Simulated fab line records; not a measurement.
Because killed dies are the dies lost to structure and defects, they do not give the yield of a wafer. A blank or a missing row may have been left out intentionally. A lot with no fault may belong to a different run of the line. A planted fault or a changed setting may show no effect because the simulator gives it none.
Chamber matching || flow nand harc || 4 sister chambers for NHARC_A_CHANNEL_FILL_D1_ALD_14 on ald hk-04
The step deposits SiO2, target thk 2.5 nm, pulse time 10 s, ald cycles 25. 14 wafers are shown with their chamber, then 7 later ones without.

== WAFERS, EACH WITH ITS CHAMBER ==
{"wafer": "L078.2", "chamber": 2, "heater power w (W)": 466, "precursor pulse height rel": 1.031}
{"wafer": "L078.5", "chamber": 0, "heater power w (W)": 456, "precursor pulse height rel": 0.991}
{"wafer": "L078.6", "chamber": 1, "heater power w (W)": 460, "precursor pulse height rel": 0.990}
{"wafer": "L081.1", "chamber": 0, "heater power w (W)": 452, "precursor pulse height rel": 1.011}
{"wafer": "L081.2", "chamber": 1, "heater power w (W)": 462, "precursor pulse height rel": 1.001}
{"wafer": "L081.5", "chamber": 2, "heater power w (W)": 466, "precursor pulse height rel": 0.986}
{"wafer": "L080.1", "chamber": 0, "heater power w (W)": 454, "precursor pulse height rel": 0.989}
{"wafer": "L080.5", "chamber": 2, "heater power w (W)": 461, "precursor pulse height rel": 0.982}
{"wafer": "L080.6", "chamber": 1, "heater power w (W)": 468, "precursor pulse height rel": 1.013}
{"wafer": "L082.1", "chamber": 3, "heater power w (W)": 459, "precursor pulse height rel": 1.004}
{"wafer": "L082.2", "chamber": 0, "heater power w (W)": 464, "precursor pulse height rel": 1.013}
{"wafer": "L082.5", "chamber": 1, "heater power w (W)": 456, "precursor pulse height rel": 0.977}
{"wafer": "L083.1", "chamber": 1, "heater power w (W)": 459, "precursor pulse height rel": 0.975}
{"wafer": "L083.2", "chamber": 3, "heater power w (W)": 448, "precursor pulse height rel": 1.002}

SIGNATURES (means of the wafers above)
{"reading": "heater power w", "chamber 0": 456.50, "chamber 1": 461.00, "chamber 2": 464.33, "chamber 3": 453.50, "scatter within a chamber": 4.9}
{"reading": "precursor pulse height rel", "chamber 0": 1.00100, "chamber 1": 0.99120, "chamber 2": 0.99967, "chamber 3": 1.00300, "scatter within a chamber": 0.0173}
Rule: a wafer's distance from a chamber is the root of the sum, over the readings, of the square of ((its reading less the chamber's mean) divided by the reading's scatter). The wafer belongs to the nearest chamber; if the next one is less than 2 further off, it can't be placed. The scatter is the square root of a quotient: the sum, over the shown wafers, of each reading's squared deviation from its chamber's mean, divided by wafers minus chambers.

== WAFERS WITHOUT THEIR CHAMBER ==
{"wafer": "L083.5", "heater power w (W)": 460, "precursor pulse height rel": 0.995}
{"wafer": "L091.1", "heater power w (W)": 469, "precursor pulse height rel": 1.028}
{"wafer": "L091.2", "heater power w (W)": 454, "precursor pulse height rel": 1.013}
{"wafer": "L091.3", "heater power w (W)": 455, "precursor pulse height rel": 0.973}
{"wafer": "L093.1", "heater power w (W)": 458, "precursor pulse height rel": 0.978}
{"wafer": "L093.3", "heater power w (W)": 480, "precursor pulse height rel": 0.990}
{"wafer": "L093.6", "heater power w (W)": 465, "precursor pulse height rel": 1.007}

== EACH ONE'S CHAMBER ==
{"wafer": "L083.5", "from the rows above": "can't be placed: 1 or 0 or 2 or 3", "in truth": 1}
{"wafer": "L091.1", "from the rows above": "can't be placed: 2 or 1 or 0 or 3", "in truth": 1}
{"wafer": "L091.2", "from the rows above": "can't be placed: 3 or 0 or 1 or 2", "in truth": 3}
{"wafer": "L091.3", "from the rows above": "can't be placed: 1 or 0 or 3 or 2", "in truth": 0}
{"wafer": "L093.1", "from the rows above": "can't be placed: 1 or 0 or 3 or 2", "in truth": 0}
{"wafer": "L093.3", "from the rows above": "can't be placed: 2 or 1 or 0", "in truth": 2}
{"wafer": "L093.6", "from the rows above": "can't be placed: 2 or 1 or 0 or 3", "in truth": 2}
Placed correctly: 0 of 7. Cannot be placed on the basis of these rows: 7; the candidates contain the true chamber in 7. Number placed wrongly: 0.
